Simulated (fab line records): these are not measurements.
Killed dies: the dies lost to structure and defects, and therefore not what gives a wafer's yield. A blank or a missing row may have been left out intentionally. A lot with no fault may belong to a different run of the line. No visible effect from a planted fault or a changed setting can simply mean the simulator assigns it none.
What tool caused it? :: flow nand_harc :: 24 lots, 72 wafers sampled, at 5 steps of a route of 1159

== WHAT THE GAUGES SHOWED, per wafer ==
NHARC_P_BONDPAD_THK_MEAS_33: measures by ellipsometry.
lot: L074
measured: day 6 09:16
on: film_metro-02
thk_nm (nm): 198.8 198.2 198.6

lot: L075
measured: day 6 10:02
on: film_metro-02
thk_nm (nm): 200.4 199.4 199.1

lot: L076
measured: day 6 16:25
on: film_metro-01
thk_nm (nm): 199.4 199.7 200.4

lot: L077
measured: day 6 23:22
on: film_metro-01
thk_nm (nm): 197.8 196.2 198.1

lot: L078
measured: day 7 04:32
on: film_metro-01
thk_nm (nm): 198.3 198.9 200.4

lot: L079
measured: day 7 17:21
on: film_metro-02
thk_nm (nm): 197.9 197.2 200.8

lot: L080
measured: day 7 19:32
on: film_metro-02
thk_nm (nm): 198.6 200.1 197.9

lot: L081
measured: day 8 05:49
on: film_metro-01
thk_nm (nm): 200.4 199.8 198.2

lot: L082
measured: day 8 07:07
on: film_metro-02
thk_nm (nm): 199.9 199.2 197.7

lot: L083
measured: day 8 07:55
on: film_metro-02
thk_nm (nm): 199.2 199.2 201.9

lot: L084
measured: day 8 20:01
on: film_metro-01
thk_nm (nm): 198.7 198.9 199.4

lot: L085
measured: day 9 00:27
on: film_metro-01
thk_nm (nm): 199.2 200.6 198.8

lot: L088
measured: day 9 10:46
on: film_metro-01
thk_nm (nm): 201.4 203.0 199.3

lot: L086
measured: day 9 14:46
on: film_metro-02
thk_nm (nm): 198.7 200.1 198.9

lot: L087
measured: day 9 15:42
on: film_metro-01
thk_nm (nm): 200.9 201.7 201.1

lot: L089
measured: day 10 06:26
on: film_metro-01
thk_nm (nm): 200.3 199.0 201.9

lot: L091
measured: day 10 13:03
on: film_metro-01
thk_nm (nm): 202.2 201.2 204.2

lot: L090
measured: day 10 13:56
on: film_metro-01
thk_nm (nm): 200.9 199.0 200.1

lot: L093
measured: day 10 22:03
on: film_metro-01
thk_nm (nm): 202.1 200.9 199.0

lot: L092
measured: day 10 23:17
on: film_metro-02
thk_nm (nm): 200.2 199.9 199.7

lot: L094
measured: day 11 08:43
on: film_metro-01
thk_nm (nm): 200.7 200.2 199.8

lot: L095
measured: day 11 09:26
on: film_metro-01
thk_nm (nm): 196.9 200.2 201.6

lot: L096
measured: day 11 23:22
on: film_metro-01
thk_nm (nm): 199.8 197.3 196.4

lot: L097
measured: day 12 00:08
on: film_metro-01
thk_nm (nm): 197.8 200.3 198.1

NHARC_P_BONDPAD_CD_MEAS_09: target cd 500 nm.
lot: L074
measured: day 6 09:43
on: cd_sem-01
cd_nm (nm): 498.0 497.8 496.9

lot: L075
measured: day 6 10:37
on: cd_sem-02
cd_nm (nm): 497.1 497.6 496.2

lot: L076
measured: day 6 16:58
on: cd_sem-01
cd_nm (nm): 499.6 502.8 500.7

lot: L077
measured: day 6 23:56
on: cd_sem-03
cd_nm (nm): 503.1 502.6 502.1

lot: L078
measured: day 7 05:06
on: cd_sem-01
cd_nm (nm): 496.8 499.2 499.6

lot: L079
measured: day 7 17:55
on: cd_sem-01
cd_nm (nm): 500.5 501.1 500.1

lot: L080
measured: day 7 19:59
on: cd_sem-02
cd_nm (nm): 497.8 498.7 497.7

lot: L081
measured: day 8 06:23
on: cd_sem-02
cd_nm (nm): 502.0 499.3 502.0

lot: L082
measured: day 8 07:33
on: cd_sem-02
cd_nm (nm): 499.4 500.0 497.7

lot: L083
measured: day 8 08:22
on: cd_sem-01
cd_nm (nm): 504.2 500.9 502.2

lot: L084
measured: day 8 20:35
on: cd_sem-03
cd_nm (nm): 498.3 499.6 498.7

lot: L085
measured: day 9 00:54
on: cd_sem-02
cd_nm (nm): 499.3 498.5 497.7

lot: L088
measured: day 9 11:21
on: cd_sem-01
cd_nm (nm): 500.1 503.7 502.8

lot: L086
measured: day 9 15:20
on: cd_sem-02
cd_nm (nm): 499.7 497.1 498.1

lot: L087
measured: day 9 16:08
on: cd_sem-01
cd_nm (nm): 500.4 500.1 498.4

lot: L089
measured: day 10 06:53
on: cd_sem-03
cd_nm (nm): 498.2 499.0 498.4

lot: L091
measured: day 10 13:29
on: cd_sem-03
cd_nm (nm): 498.8 498.8 499.6

lot: L090
measured: day 10 14:29
on: cd_sem-03
cd_nm (nm): 501.1 501.2 501.1

lot: L093
measured: day 10 22:38
on: cd_sem-03
cd_nm (nm): 495.1 496.5 497.3

lot: L092
measured: day 10 23:52
on: cd_sem-03
cd_nm (nm): 497.8 498.2 498.3

lot: L094
measured: day 11 09:10
on: cd_sem-03
cd_nm (nm): 500.6 500.1 499.5

lot: L095
measured: day 11 09:59
on: cd_sem-01
cd_nm (nm): 499.6 498.2 500.4

lot: L096
measured: day 11 23:50
on: cd_sem-02
cd_nm (nm): 503.6 501.3 500.8

lot: L097
measured: day 12 00:42
on: cd_sem-03
cd_nm (nm): 502.1 501.0 498.1

NHARC_A_SOURCE_PLATE_THK_MEAS_09: measures by ellipsometry.
lot: L074
measured: day 6 22:56
on: film_metro-01
thk_nm (nm): 11.4 12.3 9.8

lot: L075
measured: day 6 22:56
on: film_metro-02
thk_nm (nm): 10.2 10.3 9.9

lot: L076
measured: day 7 06:10
on: film_metro-01
thk_nm (nm): 9.6 7.5 10.9

lot: L077
measured: day 7 13:27
on: film_metro-02
thk_nm (nm): 8.5 10.8 10.0

lot: L078
measured: day 7 18:20
on: film_metro-01
thk_nm (nm): 8.5 10.2 7.4

lot: L079
measured: day 8 06:49
on: film_metro-01
thk_nm (nm): 10.7 9.2 10.3

lot: L080
measured: day 8 06:49
on: film_metro-02
thk_nm (nm): 9.8 10.6 10.6

lot: L081
measured: day 8 19:28
on: film_metro-01
thk_nm (nm): 8.8 10.1 10.6

lot: L082
measured: day 8 19:28
on: film_metro-02
thk_nm (nm): 8.6 9.3 9.5

lot: L083
measured: day 8 19:29
on: film_metro-01
thk_nm (nm): 10.2 8.7 9.3

lot: L084
measured: day 9 09:55
on: film_metro-02
thk_nm (nm): 10.4 9.3 8.4

lot: L085
measured: day 9 13:34
on: film_metro-02
thk_nm (nm): 9.4 10.5 9.8

lot: L088
measured: day 10 05:16
on: film_metro-01
thk_nm (nm): 8.2 10.1 8.7

lot: L086
measured: day 10 05:16
on: film_metro-02
thk_nm (nm): 8.9 10.8 10.9

lot: L087
measured: day 10 05:18
on: film_metro-01
thk_nm (nm): 10.8 9.6 10.4

lot: L089
measured: day 10 21:40
on: film_metro-01
thk_nm (nm): 9.9 8.9 7.9

lot: L091
measured: day 11 02:29
on: film_metro-01
thk_nm (nm): 8.8 9.2 10.9

lot: L090
measured: day 11 02:29
on: film_metro-02
thk_nm (nm): 8.6 8.0 8.6

lot: L093
measured: day 11 14:49
on: film_metro-01
thk_nm (nm): 9.4 10.5 10.6

lot: L092
measured: day 11 14:49
on: film_metro-02
thk_nm (nm): 9.4 10.0 9.1

lot: L094
measured: day 11 22:16
on: film_metro-01
thk_nm (nm): 12.9 8.6 9.9

lot: L095
measured: day 11 22:16
on: film_metro-02
thk_nm (nm): 9.5 8.7 9.2

lot: L096
measured: day 12 16:13
on: film_metro-01
thk_nm (nm): 11.5 8.6 10.0

lot: L097
measured: day 12 16:13
on: film_metro-02
thk_nm (nm): 8.5 8.1 9.2

NHARC_A_ONON_D1_THK_MEAS_21: measures by ellipsometry.
lot: L074
measured: day 7 23:30
on: film_metro-01
thk_nm (nm): 993 994 993

lot: L075
measured: day 7 23:30
on: film_metro-02
thk_nm (nm): 1014 1010 1013

lot: L076
measured: day 8 07:28
on: film_metro-02
thk_nm (nm): 987 987 988

lot: L077
measured: day 8 14:25
on: film_metro-01
thk_nm (nm): 1009 1006 1007

lot: L078
measured: day 8 20:17
on: film_metro-01
thk_nm (nm): 1030 1031 1032

lot: L079
measured: day 9 07:04
on: film_metro-01
thk_nm (nm): 1018 1017 1017

lot: L080
measured: day 9 07:04
on: film_metro-02
thk_nm (nm): 1012 1013 1013

lot: L081
measured: day 9 19:13
on: film_metro-02
thk_nm (nm): 999 998 998

lot: L082
measured: day 9 19:13
on: film_metro-01
thk_nm (nm): 998 998 998

lot: L083
measured: day 9 19:12
on: film_metro-02
thk_nm (nm): 1008 1007 1008

lot: L084
measured: day 10 15:16
on: film_metro-01
thk_nm (nm): 989 988 989

lot: L085
measured: day 10 15:16
on: film_metro-02
thk_nm (nm): 991 988 989

lot: L088
measured: day 11 05:55
on: film_metro-02
thk_nm (nm): 1000 1001 1002

lot: L086
measured: day 11 05:55
on: film_metro-01
thk_nm (nm): 1011 1009 1009

lot: L087
measured: day 11 05:55
on: film_metro-02
thk_nm (nm): 1003 1006 1005

lot: L089
measured: day 11 21:49
on: film_metro-01
thk_nm (nm): 997 995 996

lot: L091
measured: day 12 04:53
on: film_metro-02
thk_nm (nm): 996 997 996

lot: L090
measured: day 12 05:12
on: film_metro-02
thk_nm (nm): 1004 1003 1003

lot: L093
measured: day 12 15:17
on: film_metro-02
thk_nm (nm): 996 997 995

lot: L092
measured: day 12 15:17
on: film_metro-01
thk_nm (nm): 986 984 986

lot: L094
measured: day 12 23:08
on: film_metro-02
thk_nm (nm): 992 993 992

lot: L095
measured: day 12 23:07
on: film_metro-01
thk_nm (nm): 999 999 999

lot: L096
measured: day 13 15:58
on: film_metro-02
thk_nm (nm): 996 997 997

lot: L097
measured: day 13 15:57
on: film_metro-02
thk_nm (nm): 987 987 986

== WHICH TOOL RAN EACH LOT (tool, then ch and the chambers of the sampled wafers, then the start) ==
lot: L074
NHARC_A_ZERO_WELL_ETCH_13: rie_si-02 ch 0,1,2, day 6 14:24

lot: L075
NHARC_A_ZERO_WELL_ETCH_13: rie_si-04 ch 2,3, day 6 15:17

lot: L076
NHARC_A_ZERO_WELL_ETCH_13: rie_si-02 ch 0,1,2, day 6 21:33

lot: L077
NHARC_A_ZERO_WELL_ETCH_13: rie_si-05 ch 0,3, day 7 04:50

lot: L078
NHARC_A_ZERO_WELL_ETCH_13: rie_si-04 ch 2,3, day 7 09:47

lot: L079
NHARC_A_ZERO_WELL_ETCH_13: rie_si-05 ch 1,2, day 7 22:25

lot: L080
NHARC_A_ZERO_WELL_ETCH_13: rie_si-04 ch 0,3, day 8 00:29

lot: L081
NHARC_A_ZERO_WELL_ETCH_13: rie_si-04 ch 0,2, day 8 10:55

lot: L082
NHARC_A_ZERO_WELL_ETCH_13: rie_si-05 ch 0,3, day 8 12:00

lot: L083
NHARC_A_ZERO_WELL_ETCH_13: rie_si-02 ch 0,1,2, day 8 13:36

lot: L084
NHARC_A_ZERO_WELL_ETCH_13: rie_si-02 ch 0,3, day 9 01:17

lot: L085
NHARC_A_ZERO_WELL_ETCH_13: rie_si-05 ch 0,2,3, day 9 05:17

lot: L088
NHARC_A_ZERO_WELL_ETCH_13: rie_si-02 ch 2,3, day 9 16:05

lot: L086
NHARC_A_ZERO_WELL_ETCH_13: rie_si-04 ch 0,2,3, day 9 19:52

lot: L087
NHARC_A_ZERO_WELL_ETCH_13: rie_si-05 ch 1,2, day 9 20:38

lot: L089
NHARC_A_ZERO_WELL_ETCH_13: rie_si-02 ch 0,3, day 10 11:17

lot: L091
NHARC_A_ZERO_WELL_ETCH_13: rie_si-02 ch 1,2,3, day 10 18:01

lot: L090
NHARC_A_ZERO_WELL_ETCH_13: rie_si-05 ch 0,2,3, day 10 18:59

lot: L093
NHARC_A_ZERO_WELL_ETCH_13: rie_si-02 ch 1,2,3, day 11 03:05

lot: L092
NHARC_A_ZERO_WELL_ETCH_13: rie_si-04 ch 0,1,2, day 11 04:25

lot: L094
NHARC_A_ZERO_WELL_ETCH_13: rie_si-05 ch 1,3, day 11 13:44

lot: L095
NHARC_A_ZERO_WELL_ETCH_13: rie_si-04 ch 0,2,3, day 11 14:24

lot: L096
NHARC_A_ZERO_WELL_ETCH_13: rie_si-04 ch 1,2,3, day 12 04:18

lot: L097
NHARC_A_ZERO_WELL_ETCH_13: rie_si-05 ch 0,3, day 12 05:22
- NHARC_A_ZERO_WELL_ETCH_13: etches the open film in HBr/Cl2, target depth 120 nm, time 40.1 s.

== AS READ BY THE TOOLS THEMSELVES (means over the sampled wafers that have a number; for cases with no such wafer, the mark the record gives instead) ==
NHARC_A_ZERO_WELL_ETCH_13.
lot: L074
tool: rie_si-02
drypump_motor_current_A (A): 5.9
oes_product_au (a.u.): 0.992
throttle_valve_pct (%): 26.404

lot: L075
tool: rie_si-04
drypump_motor_current_A (A): 5.9
oes_product_au (a.u.): 0.998
throttle_valve_pct (%): 26.400

lot: L076
tool: rie_si-02
drypump_motor_current_A (A): 5.8
oes_product_au (a.u.): 1.004
throttle_valve_pct (%): 26.404

lot: L077
tool: rie_si-05
drypump_motor_current_A (A): 5.3
oes_product_au (a.u.): 0.987
throttle_valve_pct (%): 26.402

lot: L078
tool: rie_si-04
drypump_motor_current_A (A): 5.7
oes_product_au (a.u.): 0.997
throttle_valve_pct (%): 26.412

lot: L079
tool: rie_si-05
drypump_motor_current_A (A): 5.9
oes_product_au (a.u.): 0.998
throttle_valve_pct (%): 26.407

lot: L080
tool: rie_si-04
drypump_motor_current_A (A): 5.5
oes_product_au (a.u.): 0.995
throttle_valve_pct (%): 26.401

lot: L081
tool: rie_si-04
drypump_motor_current_A (A): 5.7
oes_product_au (a.u.): 0.989
throttle_valve_pct (%): 26.396

lot: L082
tool: rie_si-05
drypump_motor_current_A (A): 5.2
oes_product_au (a.u.): 0.988
throttle_valve_pct (%): 26.409

lot: L083
tool: rie_si-02
drypump_motor_current_A (A): 5.8
oes_product_au (a.u.): 1.007
throttle_valve_pct (%): 26.398

lot: L084
tool: rie_si-02
drypump_motor_current_A (A): 5.9
oes_product_au (a.u.): 1.006
throttle_valve_pct (%): 26.412

lot: L085
tool: rie_si-05
drypump_motor_current_A (A): 5.7
oes_product_au (a.u.): 0.995
throttle_valve_pct (%): 26.413

lot: L088
tool: rie_si-02
drypump_motor_current_A (A): 5.8
oes_product_au (a.u.): 1.000
throttle_valve_pct (%): 26.403

lot: L086
tool: rie_si-04
drypump_motor_current_A (A): 5.7
oes_product_au (a.u.): 0.995
throttle_valve_pct (%): 26.408

lot: L087
tool: rie_si-05
drypump_motor_current_A (A): 5.9
oes_product_au (a.u.): 0.996
throttle_valve_pct (%): 26.416

lot: L089
tool: rie_si-02
drypump_motor_current_A (A): 5.9
oes_product_au (a.u.): 1.004
throttle_valve_pct (%): 26.409

lot: L091
tool: rie_si-02
drypump_motor_current_A (A): 6.0
oes_product_au (a.u.): 1.009
throttle_valve_pct (%): 26.401

lot: L090
tool: rie_si-05
drypump_motor_current_A (A): 5.7
oes_product_au (a.u.): 0.992
throttle_valve_pct (%): 26.408

lot: L093
tool: rie_si-02
drypump_motor_current_A (A): 6.0
oes_product_au (a.u.): 1.014
throttle_valve_pct (%): 26.405

lot: L092
tool: rie_si-04
drypump_motor_current_A (A): 5.5
oes_product_au (a.u.): 1.002
throttle_valve_pct (%): 26.409

lot: L094
tool: rie_si-05
drypump_motor_current_A (A): 5.3
oes_product_au (a.u.): 0.987
throttle_valve_pct (%): 26.412

lot: L095
tool: rie_si-04
drypump_motor_current_A (A): 5.7
oes_product_au (a.u.): 1.000
throttle_valve_pct (%): 26.397

lot: L096
tool: rie_si-04
drypump_motor_current_A (A): 5.4
oes_product_au (a.u.): 1.001
throttle_valve_pct (%): 26.409

lot: L097
tool: rie_si-05
drypump_motor_current_A (A): 5.3
oes_product_au (a.u.): 0.996
throttle_valve_pct (%): 26.411

== THE ANSWER, worked out from the rows above alone ==
Rule: the lots themselves supply what counts as usual. The widest of any qualifying gaps counts: lots, ordered by their means at a reading, are off when they make up no more than a third of the lots, leave a main group of 4 or more, and stand apart from it by 3 or more times the standard deviation of that group's means. A main group whose means are all the same, to the digits that the tables above print for the reading, isn't used. A lot without any number at a reading at which 4 lots or more have one is off too. All remaining lots with rows at the step are treated as sound. After the gauges, taken in route order, come the tools' own readings; for these a lot's mean is taken, as printed above. The first step at which some lot is off is used, and at that step the reading that is off furthest; a lot without a number counts as furthest.
Across all readings shown, no lot is off: no conclusion can be drawn from this.

== WHAT THE SIMULATOR HAD PUT IN ==
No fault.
